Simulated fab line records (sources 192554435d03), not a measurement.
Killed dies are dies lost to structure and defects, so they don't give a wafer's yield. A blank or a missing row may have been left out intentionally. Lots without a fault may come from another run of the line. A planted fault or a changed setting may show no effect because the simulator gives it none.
A struck lot beside a sound one + flow n5-finfet + 37 out of 1938 route steps
Sound: wafers L871.3, L871.4, L871.6. Struck: wafer L874.2 (left out: L874.5, L874.6 of the same lot, which were not struck); the cause appears at the end.
Order at every step that has rows: each side's tool, ch and its chambers, its first start. Under that, the readings that differ: sound wafers + struck wafers + difference of the means + sigmas: that difference in standard deviations of wafers without a fault.
alike: same words and numbers on both sides, and readings whose means sit less than 2 such deviations apart. not compared: any withheld reading, any reading some wafer has no value for, any bound like >300 that may hide the same value, and any number with overlapping values for which the record gives no deviation.
The two part at a step that has a row with sigmas, a row that says differs or no value, or rows on one side only. Numbers that have no deviation but don't overlap get no sigmas and don't part them. Lack of a reading on every wafer of one side parts them only where that side has two or more wafers.

first, 10 steps without rows for these wafers: N5_FIN_SAQP_ETCH_67 (etches SiNx in CH3F/O2, target depth 30 nm); N5_FIN_SAQP_STRIP_70 (strips in N2/H2); N5_FIN_SAQP_RECESS_71 (chemistry HF/NH3, target SiO2, target depth 3 nm, afs cycles 1, sublimation time 60 s); N5_FIN_SAQP_SPACER2_ALD_28 (deposits SiO2, target thk 8.1 nm, pulse time 1 s, purge time 2 s); N5_FIN_SAQP_SPACER2_ETCHBACK_29 (etches SiO2 in CHF3/O2, target depth 12.2 nm, time 6.1 s); N5_FIN_SAQP_MANDREL2_REMOVE_60 (chemistry HBr/Cl2/O2, target a-Si, stops on SiNx, bt time 10 s); N5_FIN_SAQP_HM_OPEN_33 (chemistry CH3F/O2, target SiNx, target depth 49.4 nm, time 70.6 s); N5_FIN_SAQP_ETCH_34 (etches SiO2 in C4F6/O2, target depth 45 nm, time 15 s); N5_FIN_SAQP_STRIP_77 (strips in N2/H2, time 90 s); N5_FIN_SAQP_ETCH_64 (etches SiO2 in CF4, target depth 1.5 nm).
N5_FIN_SAQP_FIN_ETCH_36: etches the open film in HBr/Cl2/O2, target depth 120 nm, time 50.4 s.
  sound on rie-si-05 ch 0,1,3, day 4 10:15; struck on rie-si-05 ch 2, day 5 04:14
| reading                                      | sound                | struck | difference | sigmas |
|----------------------------------------------|----------------------|--------|------------|--------|
| bias-w (W)                                   | 101.95 102.33 102.03 | 124.28 | +22.18     | +76    |
| oes-product-au (a.u.)                        | 0.961 0.980 0.969    | 1.037  | +0.067     | +4     |
| model.etch.depth-nm (nm)                     | 119.1 120.7 119.2    | 124.5  | +4.8       |        |
| model.FIN_SAQP.feature-depth-nm (nm)         | 119 120.6 119.2      | 124.4  | +4.8       |        |
| model.SiNx_of_FIN_SAQP_HM_DEP_03.thk-nm (nm) | 21 21.4 21.2         | 19     | -2         |        |
  alike: drypump-motor-current-A, he-backside-leak-sccm, mfc-cl2-sccm, throttle-valve-pct
  not compared: rf-hours-counter-h
then, 3 steps without rows for these wafers: N5_FIN_SAQP_PRECLEAN_38 (cleans in O3/DIW, time 45 s); N5_FIN_SAQP_PRECLEAN_45 (cleans in dHF, time 10 s); N5_FIN_SAQP_SRD_39 (time 30 s).
N5_FIN_SAQP_OCD_MEAS_76:
  sound on ocd-01, day 4 10:28; struck on ocd-01, day 5 04:28
| reading              | sound             | struck | difference | sigmas |
|----------------------|-------------------|--------|------------|--------|
| trench-depth-nm (nm) | 119.0 120.9 119.5 | 124.4  | +4.6       | +4     |
then, 20 steps without rows for these wafers: N5_FIN_CUT_COAT_18 (time 60 s, resist thk 230 nm); N5_FIN_CUT_COAT_19 (time 60 s, resist thk 20 nm); N5_FIN_CUT_COAT_29 (time 60 s, resist thk 10 nm); N5_FIN_CUT_COAT_02 (resist thk 30 nm); N5_FIN_CUT_EBR_04; N5_FIN_CUT_SOFTBAKE_03 (time 60 s); N5_FIN_CUT_EXPOSE_05 (exposes mask FIN CUT); N5_FIN_CUT_PEB_06 (peb time 60 s); N5_FIN_CUT_DEVELOP_07 (develop time 30 s); N5_FIN_CUT_DESCUM_13 (chemistry O2, time 7 s); N5_FIN_CUT_ETCH_30 (etches underlayer in N2/H2, target depth 13 nm, time 10.4 s); N5_FIN_CUT_ETCH_20 (etches SiARC in CF4, target depth 26 nm, time 43.3 s); N5_FIN_CUT_ETCH_21 (etches SOC in N2/H2, target depth 219 nm, overetch 43.8 nm, time 523.5 s); N5_FIN_CUT_STRIP_23 (strips in N2/H2); N5_FIN_CUT_STRIP_31 (strips in N2/H2); N5_FIN_CUT_STRIP_24 (strips in CF4); N5_FIN_CUT_CUT_ETCH_26 (etches SiNx in CH3F/O2, target depth 39 nm, time 55.7 s); N5_FIN_CUT_CUT_ETCH_27 (etches SiO2 in CHF3/O2, target depth 4 nm, overetch 2 nm, time 4.9 s); N5_FIN_CUT_PRECLEAN_35 (cleans in vHF, time 13.3 s); N5_FIN_CUT_CUT_ETCH_15 (etches Si in HBr/Cl2/O2, target depth 100 nm, bt time 10 s, time 42.4 s).
N5_STI_FIN_REVEAL_RECESS_09: chemistry HF/NH3, target SiO2, afs cycles 11, target depth 42.5 nm, sublimation time 60 s.
  sound on vapor-etch-02 ch 0,1, day 4 18:20; struck on vapor-etch-02 ch 1, day 5 11:53
| reading                                      | sound        | struck | difference | sigmas |
|----------------------------------------------|--------------|--------|------------|--------|
| model.SiNx_of_FIN_SAQP_HM_DEP_03.thk-nm (nm) | 18 18.4 18.2 | 16.2   | -2.0       |        |
  alike: drypump-motor-current-A, temp-c
-- a jump in the record: the struck wafers' starts before and after are 7 days apart (it breaks off in module STI_FIN_REVEAL and resumes in module BEOL_M4, where the first step shown is number 1111 of the route) --
N5_BEOL_M4_RC_MEAS_101:
  sound on prober-01 ch 0, day 10 16:35; struck on prober-01 ch 0, day 12 05:35
| reading        | sound             | struck | difference | sigmas |
|----------------|-------------------|--------|------------|--------|
| DIBL_N (mV/V)  | 33.2 33.6 32.5    | 37.1   | +4.0       | +3     |
| DIBL_P (mV/V)  | 34.0 34.4 34.1    | 37.2   | +3.0       | +2     |
| IOFF_N (nA/um) | 0.131 0.138 0.128 | 0.183  | +0.051     | +3     |
| IOFF_P (nA/um) | 0.19 0.19 0.19    | 0.26   | +0.07      | +2     |
| ION_N (uA/um)  | 665 651 668       | 688    | +27        | +3     |
| SS_P (mV/dec)  | 72.3 72.2 73.1    | 73.9   | +1.4       | +3     |
| VT_N (mV)      | 252.8 248.5 250.6 | 245.6  | -5.0       | -2     |
  alike: ION_P, SS_N, VT_P

## WHERE THEY PART
Last at N5_BEOL_M4_RC_MEAS_101 as far as this record goes, first at N5_FIN_SAQP_FIN_ETCH_36.

WHY: what the simulator had put in
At N5_FIN_SAQP_FIN_ETCH_36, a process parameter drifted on rie-si-05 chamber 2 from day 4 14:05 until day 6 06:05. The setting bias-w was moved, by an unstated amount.
